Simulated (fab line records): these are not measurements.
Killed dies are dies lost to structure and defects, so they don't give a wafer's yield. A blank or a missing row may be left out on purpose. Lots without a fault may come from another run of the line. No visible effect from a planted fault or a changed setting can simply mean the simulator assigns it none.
fab line records -- flow nand_harc
[record] lots = 6, wafers = 18, last_day = 24
route steps=1159 shown P_M2@329 P_BONDPAD@351 END@1159
lots untouched by any fault: they come from a run of this same line in which no faults occurred
start_h: hours from the record's opening day to when the first of the lot's shown wafers began -- wait_h: how many hours have passed since the lot's step before this one -- " as in the row above -- L1.1+2: a row that stands for several wafers -- - value missing, or start not given -- * or withheld: withheld -- < > ~ a bound
route shown NAME@n: names a module that has steps shown in the file, with the first one's number in the route -- usual: mean and standard deviation over wafers with no fault -- same: alike in all rows -- chamber/n: place in a boat -- sites: readings site by site -- _std_site: standard deviation across them -- _edge_site: inner sites' mean taken away from outer sites' mean -- radius_mm: how far each site lies from the wafer's centre -- mask NAME#n: copy n -- behind: the last tool/chamber to shape the wafer -- hold: the reason the lot was held/the length of the hold in hours/how it ended -- device: names the non-switching transistor (n, p or np) -- end of line: the same wafers' tests at the end of the route -- where a step has no rows: the recipe by itself -- killed: the dies lost at the first sort to structure and to defects; this is not the yield of the wafer -- map: a wafer's dies, marking killed ones x, the rest . and places with no die _
set.NAME: setting as actually run; set.NAME@STEP: the setting as run at that earlier step -- model.NAME: the simulator's own value behind a step, which no gauge read
a table for each step, a row for each wafer; lots at some steps of the route
services: the hour from which a tool's chamber was out of use, counted from the record's first day as start_h (under 0 if before that day), plus the number of hours and why
[[steps]]
[step NHARC_P_M2_OVL_MEAS_10]
[recipe] pitch_nm = 340
[usual] overlay_x_nm = -0.1/0.78, overlay_y_nm = 0.2/0.86
lot.wafer,tool,chamber,start_h,wait_h,overlay_x_nm,overlay_y_nm
L114.1,overlay-02,-,123.27,-,0.7,-1.2
L114.2,overlay-02,-,123.27,-,1.4,-1.2
L114.6,overlay-02,-,123.27,-,1.1,-0.7
L119.1,overlay-01,-,161.12,-,0.3,0.3
L119.3,overlay-01,-,161.12,-,0.0,1.3
L119.6,overlay-01,-,161.12,-,0.0,1.1
L125.1,overlay-01,-,201.12,-,-1.0,0.6
L125.3,overlay-01,-,201.12,-,-0.6,1.0
L125.5,overlay-01,-,201.12,-,-0.6,0.3
L126.1,overlay-01,-,201.98,-,-1.1,-0.9
L126.4,overlay-01,-,201.98,-,-0.7,-1.3
L126.5,overlay-01,-,201.98,-,-0.5,-1.0
L128.3,overlay-02,-,216.41,-,0.5,-0.8
L128.4,overlay-02,-,216.41,-,-0.1,-0.7
L128.6,overlay-02,-,216.41,-,0.1,-0.5
L134.4,overlay-01,-,243.41,-,-0.2,1.1
L134.5,overlay-01,-,243.41,-,-0.9,1.2
L134.6,overlay-01,-,243.41,-,-0.6,1.4
[step NHARC_P_M2_INSPECT_11]
[usual] raw_defect_count = 3.9/2.5
lot.wafer,tool,chamber,start_h,wait_h,raw_defect_count
L114.1,defect_inspect-01,-,123.31,0.0,4
L114.2,defect_inspect-01,-,123.31,0.0,2
L114.6,defect_inspect-01,-,123.31,0.0,6
L119.1,defect_inspect-01,-,161.16,0.0,2
L119.3,defect_inspect-01,-,161.16,0.0,8
L119.6,defect_inspect-01,-,161.16,0.0,1
L125.1,defect_inspect-02,-,201.16,0.0,4
L125.3,defect_inspect-02,-,201.16,0.0,6
L125.5,defect_inspect-02,-,201.16,0.0,3
L126.1,defect_inspect-02,-,202.02,0.0,2
L126.4,defect_inspect-02,-,202.02,0.0,6
L126.5,defect_inspect-02,-,202.02,0.0,3
L128.3,defect_inspect-02,-,216.44,0.0,5
L128.4,defect_inspect-02,-,216.44,0.0,6
L128.6,defect_inspect-02,-,216.44,0.0,2
L134.4,defect_inspect-02,-,243.45,0.0,2
L134.5,defect_inspect-02,-,243.45,0.0,2
L134.6,defect_inspect-02,-,243.45,0.0,4
[step NHARC_P_M2_DESCUM_14]
[recipe] time_s = 3, o2_flow_sccm = 200, ar_flow_sccm = 0, bias_power_w = 0, chemistry = O2
[step NHARC_P_M2_ETCH_35]
[recipe] target_depth_a = 400, overetch_a = 120, time_s = 43.94, ion_energy_ev = 200, n2_flow_sccm = 150, h2_flow_sccm = 150, ar_flow_sccm = 0, rf_w = 400, bias_w = 150, chemistry = N2/H2
[step NHARC_P_M2_ETCH_15]
[recipe] target_depth_a = 1825, time_s = 91.2, c4f8_flow_sccm = withheld, ar_flow_sccm = 400, rf_w = 600, bias_w = 300, chemistry = C4F8/Ar
[step NHARC_P_M2_CD_MEAS_16]
[usual] cd_nm = 170.2/0.8
lot.wafer,tool,chamber,start_h,wait_h,cd_nm
L114.1,cd_sem-02,-,123.67,-,169.6
L114.2,cd_sem-02,-,123.67,-,169.6
L114.6,cd_sem-02,-,123.67,-,170.2
L119.1,cd_sem-02,-,161.69,-,170.4
L119.3,cd_sem-02,-,161.69,-,170.5
L119.6,cd_sem-02,-,161.69,-,169.4
L125.1,cd_sem-02,-,201.52,-,168.8
L125.3,cd_sem-02,-,201.52,-,169.4
L125.5,cd_sem-02,-,201.52,-,168.9
L126.1,cd_sem-02,-,202.38,-,170.0
L126.4,cd_sem-02,-,202.38,-,169.3
L126.5,cd_sem-02,-,202.38,-,170.1
L128.3,cd_sem-03,-,216.86,-,168.9
L128.4,cd_sem-03,-,216.86,-,170.5
L128.6,cd_sem-03,-,216.86,-,170.0
L134.4,cd_sem-02,-,243.82,-,171.2
L134.5,cd_sem-02,-,243.82,-,169.4
L134.6,cd_sem-02,-,243.82,-,171.3
[step NHARC_P_M2_STRIP_18]
[recipe] power_w = 1000, n2_flow_sccm = 150, h2_flow_sccm = 150, ar_flow_sccm = 0, bias_w = 0, chemistry = N2/H2
[step NHARC_P_M2_ETCH_28]
[recipe] target_depth_a = 300, over_etch_frac = 0.3, time_s = 72.99, ion_energy_ev = 150, cf4_flow_sccm = 50, n2_flow_sccm = 100, ar_flow_sccm = 150, rf_w = 300, bias_w = 100, chemistry = CF4/N2
[step NHARC_P_M2_STRIP_19]
[recipe] time_s = 600, temp_c = 30, chemistry = post_etch_residue_remover
[step NHARC_P_M2_DEGAS_29]
[recipe] temp_c = 250, time_s = 60
[step NHARC_P_M2_PRE_CLEAN_30]
[recipe] time_s = 30, temp_c = 280, gas = H2/He
[usual] heater_power_w = 419/49
lot.wafer,tool,chamber,start_h,wait_h,heater_power_w
L114.1,pvd_sputter-01,-,-,-,411
L114.2,pvd_sputter-01,-,-,-,439
L114.6,pvd_sputter-01,-,-,-,405
L119.3,pvd_sputter-02,-,-,-,559
L119.1,pvd_sputter-02,-,-,-,373
L119.6,pvd_sputter-02,-,-,-,426
L125.3,pvd_sputter-02,-,-,-,386
L125.1,pvd_sputter-02,-,-,-,429
L125.5,pvd_sputter-02,-,-,-,365
L126.1,pvd_sputter-02,-,-,-,561
L126.4,pvd_sputter-02,-,-,-,431
L126.5,pvd_sputter-02,-,-,-,561
L128.4,pvd_sputter-03,-,-,-,421
L128.3,pvd_sputter-03,-,-,-,366
L128.6,pvd_sputter-03,-,-,-,403
L134.4,pvd_sputter-03,-,-,-,395
L134.5,pvd_sputter-03,-,-,-,402
L134.6,pvd_sputter-03,-,-,-,416
[step NHARC_P_M2_PVD_20]
[recipe] target_thk_a = 50, bias_v = 168.6, power_w = 15000, chamber_pressure_pa = 0.12, time_s = 8.06, substrate_temp_c = 50, material = TaN
[step NHARC_P_M2_PVD_21]
[recipe] target_thk_a = 300, chamber_pressure_pa = 5, power_w = 5000, substrate_temp_c = 30, time_s = 20.49, material = Cu
[usual] throttle_valve_pct = 29.4/0.94
lot.wafer,tool,chamber,start_h,wait_h,throttle_valve_pct
L114.1,pvd_sputter-01,-,124.63,-,31.1
L114.2,pvd_sputter-01,-,124.63,-,30.6
L114.6,pvd_sputter-01,-,124.63,-,28.9
L119.3,pvd_sputter-02,-,162.80,-,28.5
L119.1,pvd_sputter-02,-,162.80,-,28.1
L119.6,pvd_sputter-02,-,162.80,-,28.4
L125.3,pvd_sputter-02,-,202.46,-,28.1
L125.1,pvd_sputter-02,-,202.46,-,28.7
L125.5,pvd_sputter-02,-,202.46,-,28.1
L126.1,pvd_sputter-02,-,203.31,-,28.1
L126.4,pvd_sputter-02,-,203.31,-,28.5
L126.5,pvd_sputter-02,-,203.31,-,27.9
L128.3,pvd_sputter-03,-,217.90,-,29.7
L128.4,pvd_sputter-03,-,217.90,-,30.9
L128.6,pvd_sputter-03,-,217.90,-,30.3
L134.4,pvd_sputter-03,-,244.78,-,28.9
L134.5,pvd_sputter-03,-,244.78,-,31.1
L134.6,pvd_sputter-03,-,244.78,-,28.8
[step NHARC_P_M2_ECD_22]
[recipe] target_thk_a = 4000, bath_temp_c = 25, material = Cu
[step NHARC_P_M2_ANNEAL_31]
[recipe] temp_c = 225, time_s = 90
[step NHARC_P_M2_CMP_23]
[recipe] t_overpolish_s = 20, target_thk_nm = 144.3
[usual] motor_current_A = 12.1/1.2, time_to_endpoint_s = 27.2/2.6
lot.wafer,tool,chamber,start_h,wait_h,motor_current_A,time_to_endpoint_s
L114.1,cmp-03,3,125.49,-,10.0,28.7
L114.2,cmp-03,1,125.49,-,12.3,30.5
L114.6,cmp-03,2,125.49,-,12.6,32.4
L119.3,cmp-01,0,163.66,-,11.1,30.6
L119.1,cmp-01,2,163.66,-,11.8,29.7
L119.6,cmp-01,0,163.66,-,11.6,26.5
L125.1,cmp-04,1,203.34,-,11.8,25.6
L125.3,cmp-04,2,203.34,-,11.7,30.0
L125.5,cmp-04,0,203.34,-,13.8,31.6
L126.1,cmp-04,3,204.18,-,13.8,27.1
L126.4,cmp-04,0,204.18,-,14.0,27.2
L126.5,cmp-04,0,204.18,-,14.3,30.7
L128.3,cmp-03,2,218.80,-,12.9,29.0
L128.4,cmp-03,0,218.80,-,11.9,23.9
L128.6,cmp-03,2,218.80,-,14.2,30.1
L134.4,cmp-04,3,245.68,-,14.8,24.6
L134.6,cmp-04,1,245.68,-,11.6,24.0
L134.5,cmp-04,2,245.68,-,11.0,25.0
[step NHARC_P_M2_SRD_25]
[step NHARC_P_M2_PRE_CLEAN_32]
[recipe] time_s = 12, temp_c = 370, rf_power_w = 300, gas = NH3
[step NHARC_P_M2_DEP_33]
[recipe] target_thk_a = 300, temp_c = 370, target_thk_nm = 30, pressure_torr = 3, flow_sccm = 200, rf_w = 450, material = SiCN
[usual] heater_power_w = 569/63
lot.wafer,tool,chamber,start_h,wait_h,heater_power_w
L114.2,pecvd-01,0,126.08,0.1,496
L114.1,pecvd-01,2,126.08,0.1,618
L114.6,pecvd-01,0,126.08,0.1,486
L119.1,pecvd-01,1,164.32,0.1,634
L119.3,pecvd-01,0,164.32,0.1,504
L119.6,pecvd-01,1,164.32,0.1,657
L125.3,pecvd-01,2,203.95,0.1,633
L125.1,pecvd-01,0,203.95,0.1,527
L125.5,pecvd-01,2,203.95,0.1,625
L126.1,pecvd-01,1,204.93,0.1,566
L126.4,pecvd-01,0,204.93,0.1,515
L126.5,pecvd-01,2,204.93,0.1,599
L128.3,pecvd-02,1,219.42,0.1,470
L128.4,pecvd-02,1,219.42,0.1,459
L128.6,pecvd-02,0,219.42,0.1,592
L134.4,pecvd-04,2,246.60,0.2,646
L134.5,pecvd-04,0,246.60,0.2,596
L134.6,pecvd-04,1,246.60,0.2,499
[step NHARC_P_BONDPAD_DEP_00]
[recipe] target_thk_a = 2500, temp_c = 370, target_thk_nm = 250, pressure_torr = 3, flow_sccm = 200, rf_w = 450, material = SiCN
[usual] heater_power_w = 557/62
lot.wafer,tool,chamber,start_h,wait_h,heater_power_w
L114.1,pecvd-02,1,126.50,-,572
L114.2,pecvd-02,0,126.50,-,624
L114.6,pecvd-02,0,126.50,-,623
L119.3,pecvd-01,0,-,-,585
L119.1,pecvd-01,1,-,-,598
L119.6,pecvd-01,1,-,-,606
L125.1,pecvd-02,0,204.40,-,621
L125.3,pecvd-02,1,204.40,-,533
L125.5,pecvd-02,2,204.40,-,496
L126.1,pecvd-01,2,-,-,537
L126.4,pecvd-01,1,-,-,586
L126.5,pecvd-01,2,-,-,564
L128.3,pecvd-04,0,219.92,-,550
L128.4,pecvd-04,2,219.92,-,594
L128.6,pecvd-04,0,219.92,-,577
L134.6,pecvd-04,1,-,-,487
L134.4,pecvd-04,2,-,-,634
L134.5,pecvd-04,0,-,-,531
[step NHARC_P_BONDPAD_CMP_32]
[recipe] target_thk_nm = 200, material = SiCN
[step NHARC_P_BONDPAD_THK_MEAS_33]
[recipe] thk_meas_gauge = ellipsometry
[usual] thk_nm = 200.0/1.3
lot.wafer,tool,chamber,start_h,wait_h,thk_nm
L114.1,film_metro-02,-,127.15,0.1,199.4
L114.2,film_metro-02,-,127.15,0.1,200.3
L114.6,film_metro-02,-,127.15,0.1,198.9
L119.1,film_metro-01,-,165.39,0.2,199.1
L119.3,film_metro-01,-,165.39,0.2,198.9
L119.6,film_metro-01,-,165.39,0.2,197.5
L125.1,film_metro-02,-,205.01,0.2,200.8
L125.3,film_metro-02,-,205.01,0.2,199.5
L125.5,film_metro-02,-,205.01,0.2,199.9
L126.1,film_metro-02,-,206.42,0.2,200.2
L126.4,film_metro-02,-,206.42,0.2,198.5
L126.5,film_metro-02,-,206.42,0.2,199.7
L128.3,film_metro-01,-,220.49,0.2,199.0
L128.4,film_metro-01,-,220.49,0.2,197.9
L128.6,film_metro-01,-,220.49,0.2,200.9
L134.4,film_metro-02,-,247.56,0.2,199.0
L134.5,film_metro-02,-,247.56,0.2,201.7
L134.6,film_metro-02,-,247.56,0.2,199.8
[step NHARC_P_BONDPAD_SRD_34]
[step NHARC_P_BONDPAD_DEHYDRATE_01]
[recipe] temp_c = 150, time_s = 120
[step NHARC_P_BONDPAD_HMDS_02]
[recipe] time_s = 30
[step NHARC_P_BONDPAD_COAT_36]
[recipe] temp_c = 200, time_s = 65
[step NHARC_P_BONDPAD_COAT_03]
[recipe] spin_rpm = 2000, resist_thk_nm = 600
[step NHARC_P_BONDPAD_SOFTBAKE_04]
[recipe] temp_c = 125, time_s = 70
[step NHARC_P_BONDPAD_EBR_05]
[step NHARC_P_BONDPAD_EXPOSE_06]
[recipe] na = 0.55, dose_mj = 37.06, mask_id = P_BPAD
[step NHARC_P_BONDPAD_PEB_07]
[recipe] peb_temp_c = 128, peb_time_s = 80
[step NHARC_P_BONDPAD_DEVELOP_08]
[recipe] time_s = 50, dev_temp_c = 22
[step NHARC_P_BONDPAD_CD_MEAS_09]
[recipe] target_cd_nm = 500, landing_energy_ev = 500
[usual] cd_nm = 501.8/1.8
lot.wafer,tool,chamber,start_h,wait_h,cd_nm
L114.1,cd_sem-01,0,127.72,-,505.0
L114.2,cd_sem-01,0,127.72,-,499.7
L114.6,cd_sem-01,0,127.72,-,502.4
L119.1,cd_sem-03,0,165.96,-,501.6
L119.3,cd_sem-03,0,165.96,-,502.2
L119.6,cd_sem-03,0,165.96,-,501.0
L125.1,cd_sem-03,0,205.46,-,502.7
L125.3,cd_sem-03,0,205.46,-,500.9
L125.5,cd_sem-03,0,205.46,-,504.2
L126.1,cd_sem-03,0,206.86,-,503.5
L126.4,cd_sem-03,0,206.86,-,503.5
L126.5,cd_sem-03,0,206.86,-,504.8
L128.3,cd_sem-03,0,221.10,-,502.4
L128.4,cd_sem-03,0,221.10,-,503.4
L128.6,cd_sem-03,0,221.10,-,503.4
L134.4,cd_sem-01,0,248.13,-,500.5
L134.5,cd_sem-01,0,248.13,-,501.4
L134.6,cd_sem-01,0,248.13,-,499.6
[step NHARC_P_BONDPAD_OVL_MEAS_38]
[usual] overlay_x_nm = 1/6.4, overlay_y_nm = 0/6.3
lot.wafer,tool,chamber,start_h,wait_h,overlay_x_nm,overlay_y_nm
L114.1,overlay-01,-,127.81,-,7,-5
L114.2,overlay-01,-,127.81,-,7,-5
L114.6,overlay-01,-,127.81,-,7,-5
L119.1,overlay-01,-,166.05,-,6,3
L119.3,overlay-01,-,166.05,-,6,3
L119.6,overlay-01,-,166.05,-,6,3
L125.1,overlay-02,-,205.54,-,7,-7
L125.3,overlay-02,-,205.54,-,7,-7
L125.5,overlay-02,-,205.54,-,7,-7
L126.1,overlay-02,-,206.95,-,-9,2
L126.4,overlay-02,-,206.95,-,-9,2
L126.5,overlay-02,-,206.95,-,-9,2
L128.3,overlay-02,-,221.18,-,3,6
L128.4,overlay-02,-,221.18,-,3,6
L128.6,overlay-02,-,221.18,-,3,5
L134.4,overlay-01,-,248.22,-,-1,-4
L134.5,overlay-01,-,248.22,-,-1,-4
L134.6,overlay-01,-,248.22,-,-1,-3
[step NHARC_P_BONDPAD_HARDBAKE_10]
[recipe] temp_c = 118, time_s = 65
[step NHARC_P_BONDPAD_DESCUM_11]
[recipe] time_s = 3, o2_flow_sccm = 200, ar_flow_sccm = 0, bias_power_w = 0, chemistry = O2
[step NHARC_P_BONDPAD_ETCH_37]
[recipe] target_depth_a = 600, overetch_a = 180, time_s = 65.91, ion_energy_ev = 200, n2_flow_sccm = 150, h2_flow_sccm = 150, ar_flow_sccm = 0, rf_w = 400, bias_w = 150, chemistry = N2/H2
[usual] drypump_motor_current_A = 6.0/0.43, oes_product_au = 1.009/0.0082, rf_vpp_V = 431.4/1.9, showerhead_plenum_p_Torr = 2.07/0.064, throttle_valve_pct = 14.171/0.0086
lot.wafer,tool,chamber,start_h,wait_h,drypump_motor_current_A,oes_product_au,rf_hours_counter_h,rf_vpp_V,showerhead_plenum_p_Torr,throttle_valve_pct
L114.2,rie_diel-11,2,128.03,0.1,5.5,0.998,32,429.1,1.98,14.152
L114.1,rie_diel-11,3,128.03,0.1,6.4,0.997,28,428.2,2.00,14.165
L114.6,rie_diel-11,1,128.03,0.1,5.3,1.008,-,434.0,2.14,14.158
L119.3,rie_diel-06,1,166.29,0.1,5.4,1.025,8,431.2,2.13,14.161
L119.1,rie_diel-06,3,166.29,0.1,6.3,1.004,7,432.4,2.13,14.173
L119.6,rie_diel-06,1,166.29,0.1,5.3,1.026,-,433.5,2.13,14.198
L125.1,rie_diel-06,2,205.76,0.1,6.0,1.006,13,430.0,2.03,14.175
L125.3,rie_diel-06,3,205.76,0.1,6.3,1.008,11,433.3,2.13,14.168
L125.5,rie_diel-06,2,205.76,0.1,5.9,1.004,-,430.2,2.03,14.158
L126.4,rie_diel-06,1,207.17,0.1,5.4,1.015,13,433.0,2.13,14.163
L126.1,rie_diel-06,2,207.17,0.1,6.0,1.007,13,430.3,2.03,14.167
L126.5,rie_diel-06,3,207.17,0.1,6.3,1.014,-,432.2,2.13,14.176
L128.4,rie_diel-11,1,221.39,0.1,5.3,0.999,10,433.2,2.13,14.186
L128.3,rie_diel-11,3,221.39,0.1,6.4,1.016,10,429.2,1.98,14.165
L128.6,rie_diel-11,1,221.39,0.1,5.3,1.000,-,432.1,2.13,14.169
L134.4,rie_diel-02,0,248.50,0.1,6.6,1.012,32,429.3,1.99,14.168
L134.6,rie_diel-02,0,248.50,0.1,6.6,1.000,-,428.7,1.99,14.185
L134.5,rie_diel-02,1,248.50,0.1,6.7,0.998,-,429.4,2.00,14.171
[step NHARC_P_BONDPAD_ETCH_12]
[recipe] target_depth_a = 2000, time_s = 100, chf3_flow_sccm = 50, o2_flow_sccm = 10, ar_flow_sccm = 200, rf_w = 500, bias_w = 200, chemistry = CHF3/O2
[step NHARC_P_BONDPAD_CD_MEAS_13]
[usual] cd_nm = 501.3/1.9
lot.wafer,tool,chamber,start_h,wait_h,cd_nm
L114.1,cd_sem-03,-,128.25,-,504.9
L114.2,cd_sem-03,-,128.25,-,499.8
L114.6,cd_sem-03,-,128.25,-,502.4
L119.1,cd_sem-03,-,166.55,-,502.5
L119.3,cd_sem-03,-,166.55,-,502.1
L119.6,cd_sem-03,-,166.55,-,500.9
L125.1,cd_sem-01,-,205.98,-,503.6
L125.3,cd_sem-01,-,205.98,-,500.4
L125.5,cd_sem-01,-,205.98,-,504.6
L126.1,cd_sem-02,-,207.39,-,502.6
L126.4,cd_sem-02,-,207.39,-,503.8
L126.5,cd_sem-02,-,207.39,-,503.2
L128.3,cd_sem-03,-,221.62,-,501.9
L128.4,cd_sem-03,-,221.62,-,504.6
L128.6,cd_sem-03,-,221.62,-,504.0
L134.4,cd_sem-03,-,248.87,-,501.0
L134.5,cd_sem-03,-,248.87,-,500.3
L134.6,cd_sem-03,-,248.87,-,500.0
[step NHARC_END_SORT_01]
[recipe] temp_c = 25
[usual] defect_limited_yield = 95.5/1.8, killed_at_array = 27/11, killed_at_other = 0.6/1, killed_at_periphery = 3.0/2.1, killed_dies = 31/12, killed_open = 3.2/1.7, killed_short = 1.7/1.4, sort_bin_2_pct = 1.4/0.68, sort_bin_3_pct = 0.25/0.2, sort_bin_4_pct = 2.9/1.2, sort_n_pass = 646/12, sort_rim_yield_pct = 95.7/2.8, sort_yield_pct = 95.5/1.8
[same] gross_dies = 677, sort_bin_5_pct[%] = 0, sort_bin_6_pct[%] = 0, sort_bin_7_pct[%] = 0, sort_bin_8_pct[%] = 0, sort_rim_n_gross = 106.00
lot.wafer,tool,chamber,start_h,wait_h,defect_limited_yield[%],killed_at_array,killed_at_other,killed_at_periphery,killed_dies,killed_open,killed_short,sort_bin_2_pct[%],sort_bin_3_pct[%],sort_bin_4_pct[%],sort_n_pass,sort_rim_yield_pct[%],sort_yield_pct[%]
L114.1,prober-01,0,460.69,2.5,96.6,21,0,2,23,5,2,1.2,0.30,1.9,654,93.4,96.6
L114.2,prober-01,0,461.48,2.8,95.1,31,0,2,33,6,2,1.6,0.44,2.8,644,92.5,95.1
L114.6,prober-01,0,464.61,3.9,97.0,19,0,1,20,3,2,0.6,0.30,2.1,657,96.2,97.0
L125.1,prober-01,0,511.35,2.5,91.3,11,1,47,59,2,2,5.6,0.89,2.2,618,84.0,91.3
L125.3,prober-01,0,512.97,3.1,90.5,17,0,47,64,1,0,4.0,1.92,3.5,613,83.0,90.5
L125.5,prober-01,0,514.59,3.7,90.5,18,1,45,64,3,0,4.0,2.51,3.0,613,85.8,90.5
L126.1,prober-01,0,519.22,2.5,91.1,38,0,22,60,3,1,3.8,1.03,4.0,617,83.0,91.1
L126.4,prober-01,0,521.66,3.4,82.3,43,1,76,120,8,1,7.1,1.92,8.7,557,86.8,82.3
L126.5,prober-01,0,522.48,3.8,91.3,36,0,23,59,2,2,3.2,1.18,4.3,618,84.9,91.3
// killed by level:class
L114.1 A_CHANNEL_HOLE_D1:chamber_film_flake=9 A_ONON_D1:geometric_particle:open=2 A_M0:geometric_particle:open=2 P_STI:chamber_film_flake=2 A_CHANNEL_FILL_D1:chamber_film_flake=2 A_SLIT:chamber_film_flake=2 A_SOURCE_PLATE:geometric_particle:open=1 A_CHANNEL_FILL_D1:geometric_particle:short=1
L114.2 A_CHANNEL_HOLE_D1:chamber_film_flake=12 A_M0:geometric_particle:open=4 A_STAIRCASE:chamber_film_flake=4 A_CONTACT:chamber_film_flake=4 A_SLIT:chamber_film_flake=3 P_M0:geometric_particle:short=1 A_CHANNEL_FILL_D1:geometric_particle:open=1 A_SLIT:geometric_particle:open=1
L114.6 A_CHANNEL_HOLE_D1:chamber_film_flake=9 A_CHANNEL_FILL_D1:geometric_particle:short=2 A_CHANNEL_FILL_D1:chamber_film_flake=2 A_CHANNEL_HOLE_D1:geometric_particle:open=1 A_CONTACT:geometric_particle:open=1 A_BLC:geometric_particle:open=1 P_BONDPAD:chamber_film_flake=1 A_SLIT:unspecified=1
L125.1 P_M2:unspecified=45 A_CHANNEL_HOLE_D1:chamber_film_flake=4 A_WL_FILL:chamber_film_flake=2 P_CONTACT:geometric_particle:open=1 A_CONTACT:geometric_particle:open=1 A_BLC:geometric_particle:short=1 A_M0:geometric_particle:short=1 P_GATE:chamber_film_flake=1
L125.3 P_M2:unspecified=44 A_CHANNEL_HOLE_D1:chamber_film_flake=10 A_STAIRCASE:chamber_film_flake=2 A_WL_FILL:chamber_film_flake=2 A_ONON_D1:geometric_particle:open=1 P_ZERO_WELL:chamber_film_flake=1 P_GATE:chamber_film_flake=1 P_CONTACT:chamber_film_flake=1
L125.5 P_M2:unspecified=44 A_CHANNEL_HOLE_D1:chamber_film_flake=12 A_CONTACT:chamber_film_flake=4 P_STI:geometric_particle:open=1 A_CONTACT:geometric_particle:open=1 STARTING-WAFER:geometric_particle:open=1 A_STAIRCASE:chamber_film_flake=1
L126.1 P_M2:unspecified=21 A_SLIT:chamber_film_flake=16 A_CHANNEL_HOLE_D1:chamber_film_flake=12 A_CONTACT:chamber_film_flake=3 A_ONON_D1:geometric_particle:open=2 A_STAIRCASE:chamber_film_flake=2 P_STI:geometric_particle:short=1 A_M0:geometric_particle:open=1
L126.4 P_M2:unspecified=70 A_SLIT:chamber_film_flake=18 A_CHANNEL_HOLE_D1:chamber_film_flake=13 A_M0:geometric_particle:open=3 P_GATE:chamber_film_flake=3 A_WL_FILL:chamber_film_flake=3 P_M0:geometric_particle:open=2 A_CONTACT:geometric_particle:open=2
L126.5 P_M2:unspecified=21 A_SLIT:chamber_film_flake=12 A_CHANNEL_HOLE_D1:chamber_film_flake=9 A_CONTACT:chamber_film_flake=5 A_STAIRCASE:chamber_film_flake=3 P_ZERO_WELL:chamber_film_flake=2 A_ONON_D1:geometric_particle:short=1 A_WL_FILL:geometric_particle:short=1
// map L125.3 (x killed, . not)
____________.____________
_________......._________
_______..........._______
______.............______
_____..............._____
____.................____
____.................____
___...................___
___...................___
__.....................__
__.....................__
_......................._
_......................._
_...........xx.........._
_.................x....._
_......................._
........x................
.........................
.....................x...
xx.......................
.x.......................
_x.x...................._
_xxx...................._
_x.....................x_
_..xx..................._
_.................x....._
__.....................__
__.............xx.x....__
___...........x..x....___
___..........xx.xxxx..___
____...........xxxxxx____
____.........xxxxxxxx____
_____........xxxxxxx_____
______.......xxxxxx______
_______......xxxxx_______
_________....xxx_________
____________.____________
// map L126.4 (x killed, . not)
____________.____________
_________......._________
_______..........x_______
______.............______
_____..............._____
____.................____
____.................____
___.........x.........___
___.........x......xx.___
__.x.........x.........__
__...............x.xxx.__
_.................xxxxxx_
_..xx......x.....xxxxxxx_
_..xxx.x..x....x.xxxxxxx_
_................xxxxxxx_
_.x.xx............xxxxxx_
..x..xx.........x.xxxxxxx
...xxx.x.........xxxxxxx.
..x.x.............xxxxxx.
....x............xxxxxxx.
xx.x.x.........x...xxx...
_xx.................x.x._
_x.x.........x........x._
_xx................x...._
_..x...................._
_xx.......x.x..........._
__.....................__
__.....................__
___....x..............___
___...............x...___
____.................____
____.................____
_____..............._____
______.............______
_______..........._______
_________......._________
____________.____________
[[services]]
tool,chamber,start_h,hours,kind
pvd_sputter-03,-,102.09,10.0,pm
cmp-04,-,105.52,0.2,repair
rie_diel-06,-,106.28,0.8,repair
rie_diel-11,-,115.96,0.6,repair
cmp-04,-,117.88,4.0,pm
rie_diel-11,-,123.18,0.5,repair
cmp-03,-,123.82,1.4,repair
pvd_sputter-02,-,134.85,0.8,repair
rie_diel-06,0,147.49,22.1,repair
pecvd-02,-,153.00,13.0,pm
cmp-03,-,156.70,4.0,pm
pvd_sputter-01,-,158.03,10.0,pm
rie_diel-06,3,160.11,5.6,repair
pvd_sputter-03,-,173.10,4.6,repair
cmp-03,-,178.03,0.5,repair
rie_diel-11,-,189.56,9.0,pm
pecvd-04,-,195.56,13.0,pm
pvd_sputter-02,-,214.00,10.0,pm
cmp-04,-,215.88,4.0,pm
cmp-04,-,228.85,3.0,repair
pecvd-01,-,237.10,13.0,pm
cmp-04,-,240.81,2.5,repair
rie_diel-06,-,241.20,9.0,pm
pvd_sputter-03,-,247.70,4.4,repair
[[key]]
[first_sign] step = NHARC_END_SORT_01, reading = killed_at_periphery, direction = up, sigmas = 19, usual = 3.0, struck = 43.3
[effect] step = NHARC_END_SORT_01, reading = defect_limited_yield, direction = down, sigmas = 3.4, usual = 95.5, struck = 89.5, wafers_moved = 4
[more_kills_born_at] NHARC_P_M2_PVD_21@pvd_sputter-02 = 245
met_at NHARC_P_M2_PVD_21
struck_wafers L125.1,L125.3,L125.5,L126.1,L126.4,L126.5
onset_between 162.80 202.46
also_fits NHARC_P_M2_PRE_CLEAN_30:pvd_sputter-02,NHARC_P_M2_DEP_33:pecvd-01,NHARC_P_BONDPAD_ETCH_37:rie_diel-06
[fault] kind = chamber_particle_source, tool = pvd_sputter-02, chamber = -, onset_h = 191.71, steps = NHARC_P_M2_PVD_21, rate_per_visit_cm2 = 0.48181, end_h = 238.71
